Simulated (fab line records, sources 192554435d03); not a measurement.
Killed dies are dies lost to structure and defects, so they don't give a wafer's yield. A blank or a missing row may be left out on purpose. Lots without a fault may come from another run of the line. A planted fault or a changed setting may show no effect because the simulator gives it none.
fab line records | flow n5_finfet
record lots=7 wafers=21
route steps=1938 shown BEOL_M3@969 BEOL_M4@1024 BEOL_M5@1141
start_h: hours from the record's first day to the start of the lot's first wafer shown | wait_h: hours since the lot's step before | " the same as in the row above | L1.1+2: a row that stands for several wafers | - no value, or no start given | * or withheld: withheld | < > ~ a bound
route shown NAME@n: a module of which the file shows steps, and the number in the route of the first | usual: mean/standard deviation of fault-free wafers | same: alike in all rows | chamber/n: place in a boat | sites: the reading at each site | _std_site: their standard deviation | _edge_site: outer sites' mean less inner sites' | radius_mm: how far each site lies from the wafer's centre | mask NAME#n: copy n | behind: the tool/chamber that last shaped the wafer | hold: why the lot was held/for how many hours/how that ended | device: the transistor (n, p or np) that didn't switch | end of line: the same wafers' tests at the end of the route | a step without rows: its recipe alone | killed: dies lost to structure and defects at the first sort, not the wafer's yield | map: a wafer's dies, x killed, . not, _ none there
set.NAME: the setting as run; set.NAME@STEP: as run at that earlier step | model.NAME: the simulator's own value behind a step, which no gauge read
lots whose settings were changed on purpose; a table a step, a row a wafer
## steps
# step N5_BEOL_M3_DESCUM_33
# recipe chemistry=O2 time_s=7 source_power_w=50 bias_power_w=20 pressure_mtorr=20 rf_frequency_hz=2.712e+07 temp_c=40 resist=CAR-EUV o2_flow_sccm=225
# columns lot.wafer tool chamber start_h wait_h set.time_s model.CAR-EUV_of_BEOL_M3_COAT_22.thk_nm
L074.3 rie_diel-01 0 150.30 0.0 7.675 25.8
L074.4+6 " 3,0 " " 7 26
L075.1 rie_diel-01 1 157.36 0.0 7 26.2
L075.3+4 " 0,3 " " 7 26
L079.1 rie_diel-01 1 182.39 0.0 6.538 26.2
L079.3 " 3 " " 6.538 26
L079.6 " 0 " " 7 26
L083.2+4 rie_diel-06 3,1 200.82 0.0 7 26
L083.6 " 0 " " 7.419 25.8
L087.1+6 rie_diel-01 1 232.16 0.0 6.061 26.6
L087.4 " 2 " " 7 26
L090.3 rie_diel-06 1 248.41 0.0 7.586 25.6
L090.4+5 " 0,1 " " 7 26
L091.2 rie_diel-06 0 257.19 0.3 7.887 25.6
L091.5+6 " 0,1 " " 7 26
# step N5_BEOL_M4_HM_DEP_02
# recipe material=TiN target_thk_a=200 temp_c=25 chamber_pressure_pa=0.49996
# columns lot.wafer tool chamber start_h wait_h set.target_thk_a model.TiN_of_BEOL_M4_HM_DEP_02.thk_nm
L074.3 pvd_sputter-02 - 155.90 0.6 213.1 20.6
L074.4 " - " " 200 19.8
L074.6 " - " " 213.1 20.8
L075.1+3 pvd_sputter-01 - 167.64 1.3 200 19.8
L075.4 " - " " 200 20.4
L079.1 pvd_sputter-03 - 190.83 0.4 211.2 20.4
L079.3+6 " - " " 200 19.4
L083.2+6 pvd_sputter-03 - 209.79 0.9 200 19.8
L083.4 " - " " 226.3 22.6
L087.1+4+6 pvd_sputter-03 - 243.65 0.2 200 20
L090.3 pvd_sputter-03 - 257.99 1.8 200 19.8
L090.4 " - " " 200 20
L090.5 " - " " 200 19.6
L091.2+5 pvd_sputter-02 - 264.26 0.7 200 19.8
L091.6 " - " " 222.2 22.4
# step N5_BEOL_M4_EXPOSE_08
# recipe mask_id=M4 na=0.33 source_shape=dipole sigma_inner=0.369 sigma_outer=0.767 polarization=unpolarized dose_mj=41.25
# columns lot.wafer tool chamber start_h wait_h mask set.dose_mj
L074.3 euv_scanner-01 0 156.17 - M4#0 41.25
L074.4+6 " 0 " " M4#0 40.39
L075.1+3+4 euv_scanner-02 0 167.90 - M4#0 41.25
L079.1+6 euv_scanner-01 0 191.22 - M4#0 44.13
L079.3 " 0 " " M4#0 41.25
L083.2+6 euv_scanner-01 0 210.19 - M4#0 38.29
L083.4 " 0 " " M4#0 41.25
L087.1 euv_scanner-01 0 243.92 - M4#0 39.72
L087.4+6 " 0 " " M4#0 41.25
L090.3+5 euv_scanner-01 0 258.39 - M4#0 43.86
L090.4 " 0 " " M4#0 41.25
L091.2+5+6 euv_scanner-01 0 264.53 - M4#0 41.25
# step N5_BEOL_M4_PEB_09
# recipe peb_temp_c=100 peb_time_s=60 resist=CAR-EUV
# step N5_BEOL_M4_DEVELOP_10
# recipe develop_time_s=30 developer=TMAH resist=CAR-EUV rinse_liquid=surfactant_rinse dry=air_spin dev_temp_c=23
# step N5_BEOL_M4_CD_MEAS_11
# recipe target_cd_nm=16.79 landing_energy_ev=500 detector=se_inlens polarity=opening
# usual cd_nm=16.84/0.23
# columns lot.wafer tool chamber start_h wait_h set.dose_mj@BEOL_M4_EXPOSE_08 cd_nm
L074.3 cd_sem-01 0 156.29 - 41.25 16.72
L074.4 " 0 " " 40.39 16.41
L074.6 " 0 " " 40.39 16.10
L075.1 cd_sem-03 0 168.03 - 41.25 16.82
L075.3 " 0 " " 41.25 16.98
L075.4 " 0 " " 41.25 16.52
L079.1 cd_sem-01 0 191.35 - 44.13 18.01
L079.3 " 0 " " 41.25 16.80
L079.6 " 0 " " 44.13 17.94
L083.2 cd_sem-02 0 210.31 - 38.29 15.14
L083.4 " 0 " " 41.25 16.74
L083.6 " 0 " " 38.29 15.43
L087.1 cd_sem-01 0 244.05 - 39.72 15.98
L087.4 " 0 " " 41.25 17.14
L087.6 " 0 " " 41.25 16.64
L090.3 cd_sem-02 0 258.51 - 43.86 17.84
L090.4 " 0 " " 41.25 16.80
L090.5 " 0 " " 43.86 18.01
L091.2 cd_sem-03 0 264.66 - 41.25 17.03
L091.5 " 0 " " 41.25 16.99
L091.6 " 0 " " 41.25 16.83
# step N5_BEOL_M4_DESCUM_16
# recipe chemistry=O2 time_s=7 source_power_w=50 bias_power_w=20 pressure_mtorr=20 rf_frequency_hz=2.712e+07 temp_c=40 resist=CAR-EUV o2_flow_sccm=225
# step N5_BEOL_M4_ETCH_74
# recipe chemistry=N2/H2 target=underlayer target_depth_a=65 mask_material=CAR-EUV time_s=5.2 ion_energy_ev=200 pressure_mtorr=30 source_w=840 bias_w=150 n2_flow_sccm=200 h2_flow_sccm=200 ends=cleared
# columns lot.wafer tool chamber start_h wait_h set.dose_mj@BEOL_M4_EXPOSE_08 model.BEOL_M4.cd_offset_nm
L074.3 rie_diel-04 2 156.45 0.0 41.25 0
L074.4 " 0 " " 40.39 -0.4
L074.6 " 3 " " 40.39 -0.6
L075.1+4 rie_diel-02 3,1 168.67 0.0 41.25 0
L075.3 " 2 " " 41.25 -0.2
L079.1+6 rie_diel-05 3,1 191.50 0.0 44.13 1.4
L079.3 " 1 " " 41.25 0.2
L083.2+6 rie_diel-05 2,1 210.47 0.0 38.29 -1.4
L083.4 " 0 " " 41.25 0
L087.1 rie_diel-05 1 244.22 0.0 39.72 -0.6
L087.4+6 " 3,0 " " 41.25 0
L090.3+5 rie_diel-02 0,2 258.66 0.0 43.86 1.2
L090.4 " 3 " " 41.25 -0.2
L091.2+5+6 rie_diel-04 3,3,0 265.05 0.0 41.25 0.2
# step N5_BEOL_M4_ETCH_63
# recipe chemistry=CF4 target=SiARC target_depth_a=156 mask_material=CAR-EUV time_s=26 ion_energy_ev=80 pressure_mtorr=40 source_w=545 bias_w=36 Ar_flow_sccm=100 cf4_flow_sccm=100 ends=cleared
# step N5_BEOL_M4_ETCH_64
# recipe chemistry=N2/H2 target=SOC target_depth_a=750 overetch_a=225 mask_material=SiARC temp_c=40 time_s=121.9 ion_energy_ev=200 pressure_mtorr=30 source_w=840 bias_w=150 n2_flow_sccm=200 h2_flow_sccm=200
# step N5_BEOL_M4_STRIP_75
# recipe chemistry=N2/H2 temp_c=40 n2_flow_sccm=200 h2_flow_sccm=200 rf_frequency_hz=6e+07
# step N5_BEOL_M4_STRIP_66
# recipe chemistry=CF4 resist=SiARC power_w=300 bias_power_w=75 pressure_mtorr=50 cf4_flow_sccm=150 rf_frequency_hz=6e+07
# step N5_BEOL_M4_HM_OPEN_17
# recipe chemistry=Cl2/BCl3 target_depth_a=200 overetch_a=60 target=TiN mask_material=SOC ion_energy_ev=150 pressure_mtorr=10 icp_w=1000 bias_w=126 Cl2_flow_sccm=53.25 bcl3_flow_sccm=21.75 Ar_flow_sccm=25
# columns lot.wafer tool chamber start_h wait_h set.target_thk_a@BEOL_M4_HM_DEP_02 set.dose_mj@BEOL_M4_EXPOSE_08 model.etch.depth_nm model.BEOL_M4.cd_offset_nm
L074.3 rie_metal-01 1 156.70 0.1 213.1 41.25 20.64 0.6
L074.4 " 0 " " 200 40.39 19.73 -0.4
L074.6 " 0 " " 213.1 40.39 20.84 -0.2
L075.1 rie_metal-02 0 168.90 0.0 200 41.25 19.88 -0.2
L075.3 " 1 " " 200 41.25 19.77 -0.6
L075.4 " 0 " " 200 41.25 20.33 0
L079.1 rie_metal-01 0 191.72 0.0 211.2 44.13 20.46 0.8
L079.3 " 0 " " 200 41.25 19.48 0.2
L079.6 " 0 " " 200 44.13 19.44 1.4
L083.2 rie_metal-01 1 210.69 0.0 200 38.29 19.75 -1.6
L083.4 " 1 " " 226.3 41.25 22.52 -0.2
L083.6 " 0 " " 200 38.29 19.72 -1.4
L087.1 rie_metal-02 0 244.43 0.0 200 39.72 19.99 -0.8
L087.4 " 0 " " 200 41.25 20.05 -0.6
L087.6 " 0 " " 200 41.25 20.02 0.2
L090.3 rie_metal-02 0 258.91 0.1 200 43.86 19.82 1.6
L090.4 " 1 " " 200 41.25 19.91 -0.2
L090.5 " 1 " " 200 43.86 19.66 1.6
L091.2 rie_metal-03 1 265.27 0.0 200 41.25 19.89 0.4
L091.5 " 1 " " 200 41.25 19.87 0.6
L091.6 " 0 " " 222.2 41.25 22.4 0.4
# step N5_BEOL_M4_STRIP_19
# recipe chemistry=O2 power_w=400 temp_c=40 pressure_mtorr=30 rf_frequency_hz=6e+07 bias_power_w=0 overash_fraction=0.2 o2_flow_sccm=225
# step N5_BEOL_M4_CD_MEAS_18
# recipe pitch_nm=36 target_cd_nm=18
# usual cd_nm=18.1/0.36
# columns lot.wafer tool chamber start_h wait_h set.dose_mj@BEOL_M4_EXPOSE_08 cd_nm
L074.3 cd_sem-03 - 156.85 0.1 41.25 18.5
L074.4 " - " " 40.39 17.5
L074.6 " - " " 40.39 17.9
L075.1 cd_sem-03 - 169.08 0.0 41.25 17.7
L075.3 " - " " 41.25 17.1
L075.4 " - " " 41.25 18.0
L079.1 cd_sem-02 - 191.90 0.0 44.13 18.9
L079.3 " - " " 41.25 18.1
L079.6 " - " " 44.13 19.3
L083.2 cd_sem-02 - 210.87 0.1 38.29 16.3
L083.4 " - " " 41.25 17.8
L083.6 " - " " 38.29 16.4
L087.1 cd_sem-01 - 244.71 0.0 39.72 17.6
L087.4 " - " " 41.25 17.7
L087.6 " - " " 41.25 18.4
L090.3 cd_sem-03 - 259.07 0.1 43.86 19.6
L090.4 " - " " 41.25 17.9
L090.5 " - " " 43.86 19.2
L091.2 cd_sem-01 - 265.60 0.1 41.25 18.4
L091.5 " - " " 41.25 18.4
L091.6 " - " " 41.25 17.9
# step N5_BEOL_M4_DESCUM_33
# recipe chemistry=O2 time_s=7 source_power_w=50 bias_power_w=20 pressure_mtorr=20 rf_frequency_hz=2.712e+07 temp_c=40 resist=CAR-EUV o2_flow_sccm=225
# columns lot.wafer tool chamber start_h wait_h set.time_s model.CAR-EUV_of_BEOL_M4_COAT_22.thk_nm
L074.3+4 rie_diel-02 0,3 157.44 0.1 5.988 26.6
L074.6 " 2 " " 7 26.2
L075.1+3+4 rie_diel-05 0,2,2 169.65 0.0 7 26.2
L079.1+6 rie_diel-04 2 192.47 0.0 7 26
L079.3 " 0 " " 7 26.2
L083.2+4+6 rie_diel-04 2,3,3 211.31 0.0 7 26
L087.1+6 rie_diel-02 3,1 245.16 0.0 7 26
L087.4 " 1 " " 7.879 25.8
L090.3+4+5 rie_diel-04 2,1,1 259.50 0.0 7 26.2
L091.2+5 rie_diel-05 0,2 266.17 0.0 7 26
L091.6 " 1 " " 5.803 26.6
# step N5_BEOL_M4_ETCH_77
# recipe chemistry=N2/H2 target=underlayer target_depth_a=65 mask_material=CAR-EUV time_s=5.2 ion_energy_ev=200 pressure_mtorr=30 source_w=840 bias_w=150 n2_flow_sccm=200 h2_flow_sccm=200 ends=cleared
# step N5_BEOL_M4_ETCH_69
# recipe chemistry=CF4 target=SiARC target_depth_a=156 mask_material=CAR-EUV time_s=26 ion_energy_ev=80 pressure_mtorr=40 source_w=545 bias_w=36 Ar_flow_sccm=100 cf4_flow_sccm=100 ends=cleared
# columns lot.wafer tool chamber start_h wait_h set.time_s@BEOL_M4_DESCUM_33 model.CAR-EUV_of_BEOL_M4_COAT_22.thk_nm
L074.3+4 rie_diel-02 0,3 157.49 0.0 5.988 11.6
L074.6 " 2 " " 7 11.2
L075.1+3+4 rie_diel-05 0,2,2 169.70 0.0 7 11.2
L079.1+6 rie_diel-04 2 192.52 0.0 7 11
L079.3 " 0 " " 7 11.2
L083.2+4 rie_diel-04 2,3 211.36 0.0 7 11
L083.6 " 3 " " 7 11.2
L087.1 rie_diel-02 3 245.21 0.0 7 11
L087.4 " 1 " " 7.879 10.8
L087.6 " 1 " " 7 11.2
L090.3+5 rie_diel-04 2,1 259.56 0.0 7 11.2
L090.4 " 1 " " 7 11.4
L091.2 rie_diel-05 0 266.22 0.0 7 11.2
L091.5 " 2 " " 7 11
L091.6 " 1 " " 5.803 11.8
# step N5_BEOL_M4_ETCH_70
# recipe chemistry=N2/H2 target=SOC target_depth_a=800 overetch_a=240 mask_material=SiARC temp_c=40 time_s=130 ion_energy_ev=200 pressure_mtorr=30 source_w=840 bias_w=150 n2_flow_sccm=200 h2_flow_sccm=200
# columns lot.wafer tool chamber start_h wait_h set.time_s model.SiARC_of_BEOL_M4_COAT_68.thk_nm
L074.3+6 rie_diel-04 2,3 158.58 0.0 130 5.8
L074.4 " 0 " " 130 6
L075.1 rie_diel-02 0 175.31 0.0 130 6
L075.3 " 2 " " 130 5.8
L075.4 " 1 " " 130 5.6
L079.1+3 rie_diel-05 2,0 193.15 0.0 155.4 4.8
L079.6 " 2 " " 155.4 4.6
L083.2 rie_diel-05 2 211.60 0.0 130 6
L083.4 " 1 " " 130 5.6
L083.6 " 2 " " 154 5
L087.1+6 rie_diel-02 3,0 251.60 0.0 116.1 6.8
L087.4 " 0 " " 116.1 6.6
L090.3 rie_diel-02 1 260.58 0.0 115.4 6.4
L090.4 " 0 " " 130 6
L090.5 " 2 " " 115.4 6.6
L091.2 rie_diel-04 0 267.75 0.0 130 6
L091.5 " 0 " " 108 7
L091.6 " 3 " " 108 6.8
# step N5_BEOL_M4_STRIP_71
# recipe chemistry=N2/H2 temp_c=40 n2_flow_sccm=200 h2_flow_sccm=200 rf_frequency_hz=6e+07
# step N5_BEOL_M4_STRIP_78
# recipe chemistry=N2/H2 temp_c=40 n2_flow_sccm=200 h2_flow_sccm=200 rf_frequency_hz=6e+07
# step N5_BEOL_M4_STRIP_83
# recipe chemistry=C4F6/O2 resist=SiARC rf_frequency_hz=6e+07
# step N5_BEOL_M4_STRIP_36
# recipe chemistry=N2/H2 power_w=450 temp_c=40 pressure_mtorr=20 rf_frequency_hz=6e+07 overash_fraction=0.3 bias_power_w=7 h2_frac=0.5 n2_flow_sccm=200 h2_flow_sccm=200
# step N5_BEOL_M4_TRENCH_ETCH_37
# recipe chemistry=C4F6/O2 target_depth_a=555.55 target=SiOC time_s=29.2 ion_energy_ev=250 pressure_mtorr=30 source_w=355 bias_w=185 Ar_flow_sccm=300 C4F6_flow_sccm=10 O2_flow_sccm=10
# columns lot.wafer tool chamber start_h wait_h set.target_thk_a@BEOL_M4_HM_DEP_02 model.TiN_of_BEOL_M4_HM_DEP_02.thk_nm
L074.3 rie_diel-04 2 - - 213.1 18.2
L074.4 " 0 " " 200 17.4
L074.6 " 3 " " 213.1 18.4
L075.1 rie_diel-02 0 - - 200 17.6
L075.3 " 2 " " 200 17.4
L075.4 " 1 " " 200 18
L079.1 rie_diel-05 2 - - 211.2 18.2
L079.3+6 " 0,2 " " 200 17.2
L083.2+6 rie_diel-05 2 - - 200 17.4
L083.4 " 1 " " 226.3 20.2
L087.1+4+6 rie_diel-02 3,0,0 - - 200 17.8
L090.3+5 rie_diel-02 1,2 - - 200 17.4
L090.4 " 0 " " 200 17.6
L091.2+5 rie_diel-04 0 - - 200 17.6
L091.6 " 3 " " 222.2 20
# step N5_BEOL_M5_COAT_74
# recipe resist=underlayer temp_c=205 time_s=60 spin_rpm=1500 resist_thk_nm=5
# columns lot.wafer tool chamber start_h wait_h set.spin_rpm
L074.3 litho_track-03 0 - - 1559
L074.4+6 " 0 " " 1500
L075.1+3+4 litho_track-05 0 - - 1500
L079.1 litho_track-03 0 - - 1350
L079.3+6 " 0 " " 1500
L083.2+6 litho_track-03 0 - - 1500
L083.4 " 0 " " 1440
L087.1 litho_track-04 0 - - 1585
L087.4+6 " 0 " " 1500
L090.3+4 litho_track-04 0 - - 1500
L090.5 " 0 " " 1636
L091.2+6 litho_track-05 0 - - 1500
L091.5 " 0 " " 1341
# step N5_BEOL_M5_COAT_22
# recipe resist=CAR-EUV spin_rpm=1500 resist_thk_nm=30
# columns lot.wafer tool chamber start_h wait_h set.spin_rpm model.CAR-EUV_of_BEOL_M5_COAT_22.thk_nm
L074.3+6 litho_track-03 0 - - 1500 30.2
L074.4 " 0 " " 1633 29
L075.1+3+4 litho_track-05 0 - - 1500 30
L079.1+3 litho_track-03 0 - - 1500 30
L079.6 " 0 " " 1500 30.2
L083.2+4+6 litho_track-03 0 - - 1500 30
L087.1+4 litho_track-04 0 - - 1500 30
L087.6 " 0 " " 1500 30.2
L090.3+4 litho_track-04 0 - - 1500 30
L090.5 " 0 " " 1336 31.8
L091.2+5 litho_track-05 0 - - 1500 30.2
L091.6 " 0 " " 1446 30.6
# step N5_BEOL_M5_EBR_24
# recipe solvent=PGMEA ebr_width_mm=1.5
# step N5_BEOL_M5_SOFTBAKE_23
# recipe temp_c=110 time_s=60 resist=CAR-EUV
# step N5_BEOL_M5_EXPOSE_25
# recipe mask_id=V4 na=0.33 source_shape=quasar sigma_inner=0.2 sigma_outer=0.6 polarization=unpolarized defocus_nm=10 dose_mj=52.75
# step N5_BEOL_M5_PEB_26
# recipe peb_temp_c=100 peb_time_s=60 resist=CAR-EUV
# step N5_BEOL_M5_DEVELOP_27
# recipe develop_time_s=30 developer=TMAH resist=CAR-EUV rinse_liquid=surfactant_rinse dry=air_spin dev_temp_c=23
# columns lot.wafer tool chamber start_h wait_h set.spin_rpm@BEOL_M5_COAT_22 model.CAR-EUV_of_BEOL_M5_COAT_22.thk_nm
L074.3 litho_track-03 0 - - 1500 29.6
L074.4 " 0 " " 1633 28.4
L074.6 " 0 " " 1500 29.8
L075.1+4 litho_track-03 0 - - 1500 29.6
L075.3 " 0 " " 1500 29.4
L079.1+3+6 litho_track-04 0 - - 1500 29.6
L083.2+4 litho_track-04 0 - - 1500 29.6
L083.6 " 0 " " 1500 29.4
L087.1+4+6 litho_track-04 0 - - 1500 29.6
L090.3+4 litho_track-05 0 - - 1500 29.6
L090.5 " 0 " " 1336 31.4
L091.2 litho_track-04 0 - - 1500 29.8
L091.5 " 0 " " 1500 29.6
L091.6 " 0 " " 1446 30.2
# step N5_BEOL_M5_DESCUM_33
# recipe chemistry=O2 time_s=7 source_power_w=50 bias_power_w=20 pressure_mtorr=20 rf_frequency_hz=2.712e+07 temp_c=40 resist=CAR-EUV o2_flow_sccm=225
# columns lot.wafer tool chamber start_h wait_h set.spin_rpm@BEOL_M5_COAT_22 model.CAR-EUV_of_BEOL_M5_COAT_22.thk_nm
L074.3+6 rie_diel-03 1 169.25 0.0 1500 26.2
L074.4 " 2 " " 1633 25
L075.1+3 rie_diel-06 0,1 187.59 0.0 1500 26
L075.4 " 3 " " 1500 26.2
L079.1+6 rie_diel-06 3 203.78 0.0 1500 26.2
L079.3 " 2 " " 1500 26
L083.2+4+6 rie_diel-01 1,3,3 225.49 0.0 1500 26
L087.1+4 rie_diel-01 0,3 261.04 0.1 1500 26
L087.6 " 2 " " 1500 26.2
L090.3 rie_diel-03 3 270.52 0.0 1500 26.2
L090.4 " 1 " " 1500 26
L090.5 " 3 " " 1336 27.8
L091.2+5 rie_diel-01 2,0 278.11 0.2 1500 26.2
L091.6 " 3 " " 1446 26.6
# step N5_BEOL_M5_ETCH_75
# recipe chemistry=N2/H2 target=underlayer target_depth_a=65 mask_material=CAR-EUV time_s=5.2 ion_energy_ev=200 pressure_mtorr=30 source_w=840 bias_w=150 n2_flow_sccm=200 h2_flow_sccm=200 ends=cleared
# usual etch_rf_on_time_s=5.18/0.11
# columns lot.wafer tool chamber start_h wait_h set.spin_rpm@BEOL_M5_COAT_74 set.spin_rpm@BEOL_M5_COAT_22 etch_rf_on_time_s model.CAR-EUV_of_BEOL_M5_COAT_22.thk_nm model.etch.depth_nm
L074.3 rie_diel-03 1 169.29 0.0 1559 1500 5.15 20.6 4.927
L074.4 " 2 " " 1500 1633 5.33 19.2 5.017
L074.6 " 1 " " 1500 1500 5.27 20.6 5.044
L075.1 rie_diel-06 0 187.63 0.0 1500 1500 5.31 20.2 5.012
L075.3 " 1 " " 1500 1500 5.37 20.2 5.011
L075.4 " 3 " " 1500 1500 5.23 20.4 5.007
L079.1 rie_diel-06 3 203.81 0.0 1350 1500 5.52 20.2 5.265
L079.3 " 2 " " 1500 1500 5.11 20.4 5.002
L079.6 " 3 " " 1500 1500 5.19 20.4 5.016
L083.2 rie_diel-01 1 225.53 0.0 1500 1500 5.08 20.4 4.997
L083.4 " 3 " " 1440 1500 5.12 20.2 5.1
L083.6 " 3 " " 1500 1500 4.96 20.2 4.993
L087.1 rie_diel-01 0 261.07 0.0 1585 1500 5.00 20.4 4.905
L087.4 " 3 " " 1500 1500 5.02 20.2 5.04
L087.6 " 2 " " 1500 1500 5.08 20.4 5.041
L090.3 rie_diel-03 3 270.55 0.0 1500 1500 5.34 20.4 5.018
L090.4 " 1 " " 1500 1500 5.24 20.4 4.997
L090.5 " 3 " " 1636 1336 5.10 22.4 4.797
L091.2 rie_diel-01 2 278.15 0.0 1500 1500 4.97 20.6 4.977
L091.5 " 0 " " 1341 1500 5.38 20 5.267
L091.6 " 3 " " 1500 1446 4.99 21 4.988
## key
split step=N5_BEOL_M3_DESCUM_33 setting=time_s stated=7 by=wafer
response step=N5_BEOL_M3_DESCUM_33 reading=model.CAR-EUV_of_BEOL_M3_COAT_22.thk_nm change=-0.0347 per=1% r=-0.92
split step=N5_BEOL_M4_HM_DEP_02 setting=target_thk_a stated=200 by=wafer
response step=N5_BEOL_M4_HM_DEP_02 reading=model.TiN_of_BEOL_M4_HM_DEP_02.thk_nm change=+0.208 per=1% r=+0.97
response step=N5_BEOL_M4_HM_OPEN_17 reading=model.etch.depth_nm change=+0.207 per=1% r=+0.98
response step=N5_BEOL_M4_TRENCH_ETCH_37 reading=model.TiN_of_BEOL_M4_HM_DEP_02.thk_nm change=+0.202 per=1% r=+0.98
split step=N5_BEOL_M4_EXPOSE_08 setting=dose_mj stated=41.25 by=wafer
response step=N5_BEOL_M4_CD_MEAS_11 reading=cd_nm change=+0.19 per=1% r=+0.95
response step=N5_BEOL_M4_ETCH_74 reading=model.BEOL_M4.cd_offset_nm change=+0.193 per=1% r=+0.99
response step=N5_BEOL_M4_HM_OPEN_17 reading=model.BEOL_M4.cd_offset_nm change=+0.196 per=1% r=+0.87
response step=N5_BEOL_M4_CD_MEAS_18 reading=cd_nm change=+0.192 per=1% r=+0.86
split step=N5_BEOL_M4_DESCUM_33 setting=time_s stated=7 by=wafer
response step=N5_BEOL_M4_DESCUM_33 reading=model.CAR-EUV_of_BEOL_M4_COAT_22.thk_nm change=-0.0282 per=1% r=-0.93
response step=N5_BEOL_M4_ETCH_69 reading=model.CAR-EUV_of_BEOL_M4_COAT_22.thk_nm change=-0.0327 per=1% r=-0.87
split step=N5_BEOL_M4_ETCH_70 setting=time_s stated=130 by=wafer
response step=N5_BEOL_M4_ETCH_70 reading=model.SiARC_of_BEOL_M4_COAT_68.thk_nm change=-0.0473 per=1% r=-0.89
split step=N5_BEOL_M5_COAT_74 setting=spin_rpm stated=1500 by=wafer
response step=N5_BEOL_M5_ETCH_75 reading=etch_rf_on_time_s change=* per=1% r=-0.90
response step=N5_BEOL_M5_ETCH_75 reading=model.etch.depth_nm change=-0.0253 per=1% r=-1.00
split step=N5_BEOL_M5_COAT_22 setting=spin_rpm stated=1500 by=wafer
response step=N5_BEOL_M5_COAT_22 reading=model.CAR-EUV_of_BEOL_M5_COAT_22.thk_nm change=-0.15 per=1% r=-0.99
response step=N5_BEOL_M5_DEVELOP_27 reading=model.CAR-EUV_of_BEOL_M5_COAT_22.thk_nm change=-0.156 per=1% r=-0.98
response step=N5_BEOL_M5_DESCUM_33 reading=model.CAR-EUV_of_BEOL_M5_COAT_22.thk_nm change=-0.145 per=1% r=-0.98
response step=N5_BEOL_M5_ETCH_75 reading=model.CAR-EUV_of_BEOL_M5_COAT_22.thk_nm change=-0.174 per=1% r=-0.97
